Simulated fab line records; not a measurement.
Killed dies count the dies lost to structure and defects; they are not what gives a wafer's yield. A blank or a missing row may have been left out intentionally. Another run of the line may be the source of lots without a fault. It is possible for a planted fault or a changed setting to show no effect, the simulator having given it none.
Matching of chambers :: flow n5 finfet :: ald sin-01 running N5_FIN_SAQP_SPACER2_ALD_28: 4 sister chambers
The step deposits SiO2, target thk 8.1 nm, pulse time 1 s, purge time 2 s. 16 wafers are shown with their chamber, then 8 later ones without.

WAFERS WITH THEIR CHAMBER
wafer: L079.2
chamber: 3
heater power w (W): 563
precursor pulse height rel: 0.977

wafer: L079.4
chamber: 1
heater power w (W): 516
precursor pulse height rel: 0.970

wafer: L079.6
chamber: 2
heater power w (W): 452
precursor pulse height rel: 1.018

wafer: L082.4
chamber: 3
heater power w (W): 564
precursor pulse height rel: 1.001

wafer: L082.5
chamber: 3
heater power w (W): 562
precursor pulse height rel: 0.993

wafer: L082.6
chamber: 0
heater power w (W): 539
precursor pulse height rel: 0.978

wafer: L087.1
chamber: 2
heater power w (W): 462
precursor pulse height rel: 0.998

wafer: L087.2
chamber: 0
heater power w (W): 502
precursor pulse height rel: 0.999

wafer: L087.6
chamber: 0
heater power w (W): 525
precursor pulse height rel: 1.006

wafer: L088.2
chamber: 1
heater power w (W): 515
precursor pulse height rel: 1.007

wafer: L088.5
chamber: 3
heater power w (W): 555
precursor pulse height rel: 1.001

wafer: L088.6
chamber: 0
heater power w (W): 522
precursor pulse height rel: 0.974

wafer: L090.2
chamber: 0
heater power w (W): 526
precursor pulse height rel: 1.003

wafer: L090.3
chamber: 3
heater power w (W): 549
precursor pulse height rel: 0.975

wafer: L090.4
chamber: 1
heater power w (W): 504
precursor pulse height rel: 1.020

wafer: L092.4
chamber: 0
heater power w (W): 520
precursor pulse height rel: 0.986

SIGNATURES (averages over the wafers above)
reading: heater power w
chamber 0: 522.33
chamber 1: 511.67
chamber 2: 457.00
chamber 3: 558.60
scatter within a chamber: 9.22

reading: precursor pulse height rel
chamber 0: 0.99100
chamber 1: 0.99900
chamber 2: 1.00800
chamber 3: 0.98940
scatter within a chamber: 0.0161
Rule: distance of a wafer from a chamber = root of the sum over the readings of ((wafer's reading minus chamber's mean) / reading's scatter) squared. If the next closest chamber is less than 2 further off than the closest, the wafer can't be placed; otherwise it belongs to the closest. The scatter is the square root of a quotient: the sum, over the shown wafers, of each reading's squared deviation from its chamber's mean, divided by wafers minus chambers.

WAFERS WITHOUT THEIR CHAMBER
wafer: L092.5
heater power w (W): 532
precursor pulse height rel: 1.011

wafer: L092.6
heater power w (W): 489
precursor pulse height rel: 0.997

wafer: L093.1
heater power w (W): 472
precursor pulse height rel: 0.982

wafer: L093.2
heater power w (W): 512
precursor pulse height rel: 0.988

wafer: L093.4
heater power w (W): 546
precursor pulse height rel: 0.958

wafer: L095.1
heater power w (W): 519
precursor pulse height rel: 0.982

wafer: L095.4
heater power w (W): 480
precursor pulse height rel: 1.023

wafer: L095.5
heater power w (W): 519
precursor pulse height rel: 1.019

WHICH CHAMBER EACH WENT THROUGH
wafer: L092.5
from the rows above: can't be placed: 0 or 1 or 3
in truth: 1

wafer: L092.6
from the rows above: can't be placed: 1 or 2 or 0
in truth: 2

wafer: L093.1
from the rows above: 2
in truth: 2

wafer: L093.2
from the rows above: can't be placed: 1 or 0
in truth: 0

wafer: L093.4
from the rows above: can't be placed: 3 or 0
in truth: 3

wafer: L095.1
from the rows above: can't be placed: 0 or 1
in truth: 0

wafer: L095.4
from the rows above: can't be placed: 2 or 1
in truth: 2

wafer: L095.5
from the rows above: can't be placed: 1 or 0
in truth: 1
Correct placement for 1 of the 8. These rows do not allow placing 7 (true chamber among the candidates in 7). Placed wrongly: 0.
